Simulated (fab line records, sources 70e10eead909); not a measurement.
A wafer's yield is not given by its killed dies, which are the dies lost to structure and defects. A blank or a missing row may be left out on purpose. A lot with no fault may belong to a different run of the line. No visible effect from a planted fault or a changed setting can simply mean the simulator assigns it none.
Matching of chambers | flow nand-harc | rie-diel-03 running NHARC_P_GATE_DESCUM_31: 4 sister chambers
The step chemistry O2, time 3 s. 27 wafers are shown with their chamber, then 12 later ones without.

WAFERS, EACH WITH ITS CHAMBER
wafer  | chamber | showerhead-plenum-p-Torr (Torr) | drypump-motor-current-A (A) | oes-product-au (a.u.)
L076.2 | 0       | 1.91                            | 6.0                         | 0.993
L076.4 | 1       | 2.02                            | 5.7                         | 0.996
L076.5 | 0       | 1.91                            | 6.0                         | 0.998
L075.3 | 2       | 1.80                            | 6.2                         | 1.008
L075.4 | 0       | 1.91                            | 6.0                         | 0.998
L075.6 | 2       | 1.80                            | 6.2                         | 0.994
L077.1 | 2       | 1.80                            | 6.2                         | 1.013
L077.2 | 0       | 1.91                            | 5.9                         | 0.993
L077.4 | 3       | 1.90                            | 6.5                         | 1.009
L078.3 | 0       | 1.91                            | 6.0                         | 0.996
L078.4 | 3       | 1.91                            | 6.5                         | 0.999
L078.5 | 0       | 1.91                            | 6.0                         | 1.006
L080.3 | 3       | 1.90                            | 6.6                         | 1.013
L080.4 | 1       | 2.02                            | 5.7                         | 0.978
L080.5 | 3       | 1.90                            | 6.5                         | 1.001
L081.2 | 3       | 1.90                            | 6.5                         | 1.009
L081.3 | 1       | 2.02                            | 5.7                         | 0.989
L081.6 | 3       | 1.90                            | 6.5                         | 0.996
L082.3 | 2       | 1.80                            | 6.2                         | 1.006
L082.4 | 1       | 2.02                            | 5.7                         | 1.002
L082.6 | 1       | 2.02                            | 5.7                         | 0.995
L084.1 | 3       | 1.90                            | 6.5                         | 0.995
L084.3 | 2       | 1.80                            | 6.2                         | 0.998
L084.6 | 2       | 1.80                            | 6.2                         | 0.993
L086.2 | 2       | 1.80                            | 6.2                         | 0.985
L086.4 | 3       | 1.90                            | 6.5                         | 1.001
L086.6 | 1       | 2.02                            | 5.7                         | 0.995

SIGNATURES, as means of the wafers listed above
reading                  | chamber 0 | chamber 1 | chamber 2 | chamber 3 | scatter within a chamber
showerhead-plenum-p-Torr | 1.9100    | 2.0200    | 1.8000    | 1.9012    | 0.00195
drypump-motor-current-A  | 5.983     | 5.700     | 6.200     | 6.513     | 0.0273
oes-product-au           | 0.99733   | 0.99250   | 0.99957   | 1.00287   | 0.00764
Rule: distance of a wafer from a chamber = root of the sum over the readings of ((wafer's reading minus chamber's mean) / reading's scatter) squared. The wafer belongs to the nearest chamber; if the next one is less than 2 further off, it can't be placed. How the scatter is found: for the shown wafers, subtract from each reading the mean of its chamber, square and add these, divide the total by (wafers less chambers), then take the root.

WAFERS WITHOUT THEIR CHAMBER
wafer  | showerhead-plenum-p-Torr (Torr) | drypump-motor-current-A (A) | oes-product-au (a.u.)
L087.2 | 1.80                            | 6.2                         | 0.993
L087.5 | 2.01                            | 5.7                         | 0.988
L087.6 | 1.80                            | 6.2                         | 0.988
L089.1 | 1.90                            | 6.0                         | 0.997
L089.2 | 1.80                            | 6.2                         | 0.993
L089.4 | 2.01                            | 5.7                         | 0.995
L090.1 | 2.01                            | 5.7                         | 0.997
L090.2 | 1.80                            | 6.2                         | 0.996
L090.6 | 2.01                            | 5.7                         | 0.997
L094.1 | 1.80                            | 6.2                         | 0.994
L094.5 | 2.01                            | 5.7                         | 0.998
L094.6 | 1.90                            | 6.0                         | 0.994

WHICH CHAMBER EACH ONE RAN IN
wafer  | from the rows above | in truth
L087.2 | 2                   | 2
L087.5 | 1                   | 1
L087.6 | 2                   | 2
L089.1 | 0                   | 0
L089.2 | 2                   | 2
L089.4 | 1                   | 1
L090.1 | 1                   | 1
L090.2 | 2                   | 2
L090.6 | 1                   | 1
L094.1 | 2                   | 2
L094.5 | 1                   | 1
L094.6 | 0                   | 0
12 of 12 placed correctly. Left unplaced by these rows: 0. Placed wrongly: 0.
